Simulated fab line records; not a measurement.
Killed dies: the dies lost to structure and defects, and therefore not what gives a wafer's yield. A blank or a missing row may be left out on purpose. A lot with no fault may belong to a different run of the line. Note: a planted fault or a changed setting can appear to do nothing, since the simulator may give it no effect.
fab line records	flow nandHarc
record lots=11	wafers=33	lastDay=25
route steps=1159 shown P_ZERO_WELL@18 P_STI@89 END@1159
lots with no fault: from the same line, run without faults
startH: start of the lot's first displayed wafer, in hours after the record's first day	waitH: time in hours since the lot's previous step	" identical to the entry in the row above	L1.1+2: several wafers, shown together as one row	- either no value or no given start	* or withheld: withheld	< > ~ a bound
route shown NAME@n: a module of which the file shows steps, and the number in the route of the first	usual: mean/standard deviation taken from wafers without a fault	same: alike in all rows	chamber/n: place in a boat	sites: each site's reading	_std_site: their standard deviation	_edge_site: the outer-site mean with the inner-site mean subtracted	radiusMm: how far each site lies from the wafer's centre	mask NAME#n: copy n	behind: the most recent tool/chamber to have shaped the wafer	hold: reason for holding the lot/hours on hold/outcome of the hold	device: the transistor (n, p or np) that didn't switch	end of line: tests of these same wafers at the route's end	a step given without rows: its recipe and nothing more	killed: count of dies lost to structure and defects at first sort (not the wafer's yield)	map: the dies of a wafer, with x for killed, . for not killed, _ for no die there
set.NAME: setting as actually run; set.NAME@STEP: the setting as run at that earlier step	model.NAME: the simulator's own value behind a step, which no gauge read
a sample of lots followed through the steps of the route, with each step as a table and each wafer as a row
services: from which hour (startH, from the record's first day; less than 0 if before it) a tool's chamber was out of use, for how many hours, and why
## steps
# step NHARC_P_ZERO_WELL_ETCH_62
# recipe targetDepthA=130	timeS=6.5	chf3FlowSccm=50	arFlowSccm=200	rfW=500	biasW=200	chemistry=CHF3/Ar
# usual drypumpMotorCurrentA=5.6/0.54	oesProductAu=0.966/0.019	rfVppV=371.8/2.6	showerheadPlenumPTorr=2.39/0.11	throttleValvePct=20.217/0.01
lot.wafer	tool	chamber	startH	waitH	drypumpMotorCurrentA	oesProductAu	rfHoursCounterH	rfVppV	showerheadPlenumPTorr	throttleValvePct
L482.3	rieDiel-10	2	-	-	4.9	0.982	2.1	366.6	2.19	20.232
L482.1	"	0	"	"	5.3	0.953	1.6	367.0	2.20	20.219
L482.5	"	1	"	"	5.4	0.958	-	372.4	2.40	20.209
L483.2	rieDiel-08	1	-	-	5.7	0.984	4.0	373.5	2.42	20.219
L483.6	"	2	"	"	6.4	0.979	-	372.4	2.44	20.216
L483.5	"	3	"	"	5.3	0.987	-	374.0	2.51	20.220
L484.4	rieDiel-08	3	-	-	5.3	0.977	5.4	375.1	2.51	20.226
L484.1	"	0	"	"	4.8	0.954	5.2	372.6	2.50	20.210
L484.5	"	0	"	"	4.8	0.959	-	374.0	2.50	20.201
L485.2	rieDiel-08	2	-	-	6.4	0.974	5.5	373.0	2.43	20.210
L485.5	"	0	"	"	4.8	0.960	-	375.2	2.50	20.211
L485.6	"	1	"	"	5.7	0.968	-	372.4	2.42	20.229
L486.2	rieDiel-10	1	-	-	5.4	0.971	4.5	372.2	2.40	20.206
L486.6	"	0	"	"	5.2	0.964	-	366.8	2.20	20.223
L486.5	"	1	"	"	5.4	0.975	-	372.2	2.40	20.230
L492.2	rieDiel-10	2	-	-	4.9	0.965	7.5	367.6	2.19	20.210
L492.3	"	3	"	"	6.0	0.972	5.4	370.5	2.33	20.210
L492.4	"	0	"	"	5.3	0.968	6.6	366.7	2.20	20.206
L493.2	rieDiel-08	3	-	-	5.3	0.977	9.8	374.4	2.50	20.218
L493.5	"	1	"	"	5.7	0.991	-	370.9	2.42	20.221
L493.6	"	2	"	"	6.4	0.983	-	371.9	2.43	20.205
L498.2	rieDiel-10	2	-	-	4.9	0.966	8.9	366.1	2.19	20.228
L498.4	"	0	"	"	5.3	0.982	8.1	367.8	2.20	20.232
L498.5	"	3	"	"	6.0	0.964	-	370.6	2.33	20.207
L499.1	rieDiel-10	0	-	-	5.3	0.949	9.0	367.7	2.20	20.204
L499.3	"	2	"	"	4.9	0.945	9.5	369.1	2.19	20.206
L499.5	"	0	"	"	5.3	0.946	-	367.7	2.20	20.218
L500.2	rieDiel-10	3	-	-	6.0	0.988	8.3	370.3	2.33	20.221
L500.4	"	0	"	"	5.3	0.969	9.4	366.8	2.20	20.212
L500.6	"	1	"	"	5.4	0.970	-	372.6	2.40	20.214
L501.3	rieDiel-12	1	-	-	6.1	0.953	8.7	373.4	2.43	20.212
L501.1	"	2	"	"	5.4	0.965	7.6	373.5	2.53	20.210
L501.5	"	0	"	"	6.4	0.931	-	372.8	2.52	20.218
# step NHARC_P_ZERO_WELL_PEB_35
# recipe pebTempC=118	pebTimeS=85
# usual heaterPowerTotalW=163.95/0.26	plateTempC=118.02/0.15
lot.wafer	tool	chamber	startH	waitH	heaterPowerTotalW	plateTempC
L482.1	lithoTrack-05	0	34.03	0.1	164.08	118.16
L482.3	"	0	"	"	164.17	118.19
L482.5	"	0	"	"	164.39	118.01
L483.2	lithoTrack-07	0	40.04	0.1	163.91	118.27
L483.5	"	0	"	"	164.39	118.06
L483.6	"	0	"	"	163.72	118.29
L484.1	lithoTrack-05	0	46.01	0.1	163.96	118.11
L484.4	"	0	"	"	164.01	118.10
L484.5	"	0	"	"	163.64	118.04
L485.2	lithoTrack-03	0	52.05	0.1	164.17	117.88
L485.5	"	0	"	"	164.30	118.06
L485.6	"	0	"	"	164.02	117.93
L486.2	lithoTrack-05	0	57.88	0.1	164.29	117.82
L486.5	"	0	"	"	163.69	117.86
L486.6	"	0	"	"	163.97	117.88
L492.2	lithoTrack-05	0	93.76	0.1	150.34	110.97
L492.3	"	0	"	"	150.31	110.78
L492.4	"	0	"	"	150.21	110.81
L493.2	lithoTrack-05	0	100.15	0.1	150.29	110.82
L493.5	"	0	"	"	150.76	110.75
L493.6	"	0	"	"	150.29	110.83
L498.2	lithoTrack-07	0	129.91	0.1	163.88	117.81
L498.4	"	0	"	"	163.84	117.99
L498.5	"	0	"	"	164.42	117.88
L499.1	lithoTrack-03	0	136.02	0.1	164.24	118.02
L499.3	"	0	"	"	164.01	117.82
L499.5	"	0	"	"	163.96	117.87
L500.2	lithoTrack-07	0	142.18	0.1	163.63	118.09
L500.4	"	0	"	"	163.66	118.02
L500.6	"	0	"	"	164.27	118.07
L501.1	lithoTrack-03	0	148.25	0.1	163.74	117.84
L501.3	"	0	"	"	164.11	117.84
L501.5	"	0	"	"	163.66	117.86
# step NHARC_P_ZERO_WELL_CD_MEAS_37
# recipe targetCdNm=720	landingEnergyEv=500
# usual cdNm=721.0/2.2
lot.wafer	tool	chamber	startH	waitH	hold	cdNm
L482.1	cdSem-01	0	34.12	-	-	718.0
L482.3	"	0	"	"	-	720.4
L482.5	"	0	"	"	-	717.4
L483.2	cdSem-03	0	40.14	-	-	725.7
L483.5	"	0	"	"	-	721.7
L483.6	"	0	"	"	-	722.1
L484.1	cdSem-01	0	46.10	-	-	720.4
L484.4	"	0	"	"	-	720.8
L484.5	"	0	"	"	-	719.8
L485.2	cdSem-03	0	52.14	-	-	724.3
L485.5	"	0	"	"	-	719.5
L485.6	"	0	"	"	-	722.0
L486.2	cdSem-03	0	57.97	-	-	721.5
L486.5	"	0	"	"	-	717.6
L486.6	"	0	"	"	-	720.5
L492.2	cdSem-03	0	93.85	-	awaitDispo/0.2h/release	702.9
L492.3	"	0	"	"	awaitDispo/0.2h/release	700.0
L492.4	"	0	"	"	awaitDispo/0.2h/release	704.6
L492.2	cdSem-03	0	-	-	-	702.9
L492.3	"	0	"	"	-	700.3
L492.4	"	0	"	"	-	704.9
L493.2	cdSem-02	0	100.24	-	awaitDispo/0.2h/release	701.3
L493.5	"	0	"	"	awaitDispo/0.2h/release	701.6
L493.6	"	0	"	"	awaitDispo/0.2h/release	701.4
L493.2	cdSem-02	0	-	-	-	701.1
L493.5	"	0	"	"	-	701.3
L493.6	"	0	"	"	-	700.9
L498.2	cdSem-03	0	130.01	-	-	720.7
L498.4	"	0	"	"	-	721.8
L498.5	"	0	"	"	-	719.2
L499.1	cdSem-02	0	136.11	-	-	722.4
L499.3	"	0	"	"	-	723.1
L499.5	"	0	"	"	-	721.2
L500.2	cdSem-03	0	142.27	-	-	723.7
L500.4	"	0	"	"	-	723.2
L500.6	"	0	"	"	-	719.3
L501.1	cdSem-03	0	148.34	-	-	724.4
L501.3	"	0	"	"	-	719.6
L501.5	"	0	"	"	-	721.6
# step NHARC_P_STI_ETCH_31
# recipe targetDepthA=1089	timeS=54.5	cf4FlowSccm=100	chf3FlowSccm=30	arFlowSccm=0	rfW=500	biasW=200	chemistry=CF4/CHF3
# usual drypumpMotorCurrentA=5.6/0.51	oesProductAu=0.965/0.021	rfVppV=372.2/2.4	showerheadPlenumPTorr=1.62/0.067	throttleValvePct=16.801/0.008
lot.wafer	tool	chamber	startH	waitH	drypumpMotorCurrentA	oesProductAu	rfHoursCounterH	rfVppV	showerheadPlenumPTorr	throttleValvePct
L482.1	rieDiel-04	1	-	-	6.1	0.989	8	372.3	1.65	16.801
L482.3	"	3	"	"	5.0	0.963	9	370.2	1.56	16.804
L482.5	"	2	"	"	5.7	0.974	-	374.9	1.68	16.799
L483.2	rieDiel-04	0	-	-	5.6	0.979	8	375.6	1.69	16.800
L483.6	"	1	"	"	6.1	0.982	-	373.3	1.66	16.804
L483.5	"	0	"	"	5.5	0.972	-	373.0	1.69	16.799
L484.4	rieDiel-04	2	-	-	5.8	0.930	9	375.5	1.68	16.784
L484.1	"	3	"	"	5.0	0.923	9	369.9	1.56	16.801
L484.5	"	3	"	"	5.0	0.913	-	369.8	1.56	16.797
L485.2	rieDiel-04	2	-	-	5.7	0.985	10	375.1	1.68	16.809
L485.6	"	3	"	"	5.0	0.958	-	369.0	1.56	16.798
L485.5	"	0	"	"	5.6	0.975	-	375.0	1.69	16.786
L486.2	rieDiel-13	2	-	-	5.3	0.987	4	371.8	1.66	16.793
L486.5	"	0	"	"	5.3	0.973	-	366.2	1.48	16.803
L486.6	"	1	"	"	6.4	0.929	-	373.7	1.62	16.790
L492.2	rieDiel-13	2	-	-	5.3	0.992	0	373.2	1.66	16.802
L492.4	"	3	"	"	5.3	0.975	0	372.7	1.60	16.807
L492.3	"	0	"	"	5.3	0.959	0	366.7	1.48	16.790
L493.2	rieDiel-02	2	-	-	5.7	0.969	5	375.4	1.70	16.794
L493.5	"	1	"	"	6.6	1.009	-	371.1	1.62	16.812
L493.6	"	2	"	"	5.6	0.982	-	375.3	1.70	16.801
L498.4	rieDiel-13	3	-	-	5.3	0.961	1	372.2	1.60	16.806
L498.2	"	2	"	"	5.3	0.977	1	371.8	1.66	16.788
L498.5	"	0	"	"	5.3	0.965	-	368.5	1.48	16.803
L499.3	rieDiel-04	3	-	-	5.0	0.957	2	370.7	1.56	16.797
L499.1	"	1	"	"	6.1	0.986	2	371.5	1.65	16.808
L499.5	"	0	"	"	5.6	0.973	-	374.8	1.68	16.806
L500.4	rieDiel-02	1	-	-	6.6	0.987	0	372.4	1.62	16.803
L500.2	"	3	"	"	5.3	0.945	0	375.1	1.69	16.802
L500.6	"	2	"	"	5.7	0.997	-	374.3	1.70	16.789
L501.3	rieDiel-02	2	-	-	5.7	0.982	0	374.8	1.70	16.818
L501.1	"	0	"	"	5.1	0.966	0	368.4	1.51	16.796
L501.5	"	2	"	"	5.7	0.999	-	374.4	1.70	16.801
# step NHARC_P_STI_INSPECT_25
# usual rawDefectCount=231/79
lot.wafer	tool	chamber	startH	waitH	rawDefectCount
L482.1	defectInspect-01	-	82.39	0.4	169
L482.3	"	-	"	"	168
L482.5	"	-	"	"	168
L484.1	defectInspect-01	-	93.98	0.4	167
L484.4	"	-	"	"	248
L484.5	"	-	"	"	306
L483.2	defectInspect-02	-	93.98	0.4	257
L483.5	"	-	"	"	234
L483.6	"	-	"	"	263
L485.2	defectInspect-02	-	93.98	0.4	148
L485.5	"	-	"	"	154
L485.6	"	-	"	"	149
L486.2	defectInspect-01	-	108.88	0.4	294
L486.5	"	-	"	"	158
L486.6	"	-	"	"	193
L492.2	defectInspect-02	-	145.94	0.4	187
L492.3	"	-	"	"	241
L492.4	"	-	"	"	454
L493.2	defectInspect-02	-	152.20	0.4	122
L493.5	"	-	"	"	136
L493.6	"	-	"	"	182
L498.2	defectInspect-02	-	180.48	0.4	176
L498.4	"	-	"	"	166
L498.5	"	-	"	"	322
L499.1	defectInspect-01	-	186.58	0.4	285
L499.3	"	-	"	"	186
L499.5	"	-	"	"	206
L500.2	defectInspect-01	-	194.52	0.4	223
L500.4	"	-	"	"	264
L500.6	"	-	"	"	297
L501.1	defectInspect-02	-	194.52	0.4	299
L501.3	"	-	"	"	256
L501.5	"	-	"	"	325
# step NHARC_END_SORT_01
# recipe tempC=25
# usual killedAtArray=28/11	killedAtOther=0.7/0.88	killedAtPeriphery=3.1/2.2	killedDies=31/12	killedOpen=3.3/2	killedShort=2.0/1.6
# same grossDies=677
lot.wafer	tool	chamber	startH	waitH	killedAtArray	killedAtOther	killedAtPeriphery	killedDies	killedOpen	killedShort
L492.4	prober-01	0	519.95	3.4	24	0	2	26	0	4
# killed by level:class
L492.4 A_SLIT:chamberFilmFlake=9 A_CHANNEL_HOLE_D1:chamberFilmFlake=8 A_ONON_D1:geometricParticle:short=3 P_STI:chamberFilmFlake=2 A_M1:chamberFilmFlake=2 A_CHANNEL_HOLE_D1:geometricParticle:short=1 A_CHANNEL_FILL_D1:chamberFilmFlake=1
## services
tool	chamber	startH	hours	kind
rieDiel-10	0	8.50	-	clean
rieDiel-10	1	8.50	-	clean
rieDiel-10	2	8.50	-	clean
rieDiel-10	3	8.50	-	clean
rieDiel-02	2	8.77	11.0	repair
lithoTrack-07	-	14.00	7.0	pm
rieDiel-12	-	25.40	9.0	pm
lithoTrack-03	-	38.00	7.0	pm
rieDiel-04	3	58.64	9.8	repair
lithoTrack-05	-	62.00	7.0	pm
rieDiel-13	3	62.97	6.3	repair
rieDiel-10	3	65.00	14.7	repair
rieDiel-12	3	81.02	12.4	repair
rieDiel-13	-	99.00	9.0	pm
rieDiel-04	3	108.76	5.7	repair
rieDiel-04	-	112.05	9.0	pm
rieDiel-08	-	124.86	9.0	pm
rieDiel-04	0	126.60	3.2	repair
rieDiel-12	0	135.18	6.0	repair
rieDiel-04	2	149.06	1.9	repair
rieDiel-02	-	150.70	9.0	pm
rieDiel-12	2	159.62	7.0	repair
rieDiel-12	3	159.77	1.8	repair
rieDiel-12	2	167.22	2.7	repair
## key
firstSign step=NHARC_P_ZERO_WELL_PEB_35	reading=heaterPowerTotalW	direction=down	sigmas=53	usual=*	struck=*
effect step=NHARC_P_ZERO_WELL_PEB_35	reading=plateTempC	direction=down	sigmas=49	usual=*	struck=*
effect step=NHARC_P_ZERO_WELL_CD_MEAS_37	reading=visit	direction=added
effect step=NHARC_P_ZERO_WELL_CD_MEAS_37	reading=cdNm	direction=down	sigmas=8.6	usual=721.0	struck=702.0
metAt NHARC_P_ZERO_WELL_PEB_35
struckLots L492,L493
testerLeftOut L492,L493
notActingAt NHARC_P_ZERO_WELL_ETCH_62,NHARC_P_STI_ETCH_31,NHARC_P_STI_INSPECT_25
onsetBetween 57.88 93.76
fault kind=processParameterDrift	tool=lithoTrack-05	chamber=-	onsetH=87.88	steps=NHARC_P_ZERO_WELL_PEB_35	channel=pebTempC	offset=*	shape=step	endH=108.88	actsIn=*	stated=*
# testerLeftOut: of these lots the tester's yield and bins aren't shown, on N5 and GAA mostly nor the transistor test; their killed dies are dies lost to structure and defects alone, not to doping, threshold or leakage, so they don't give the yield
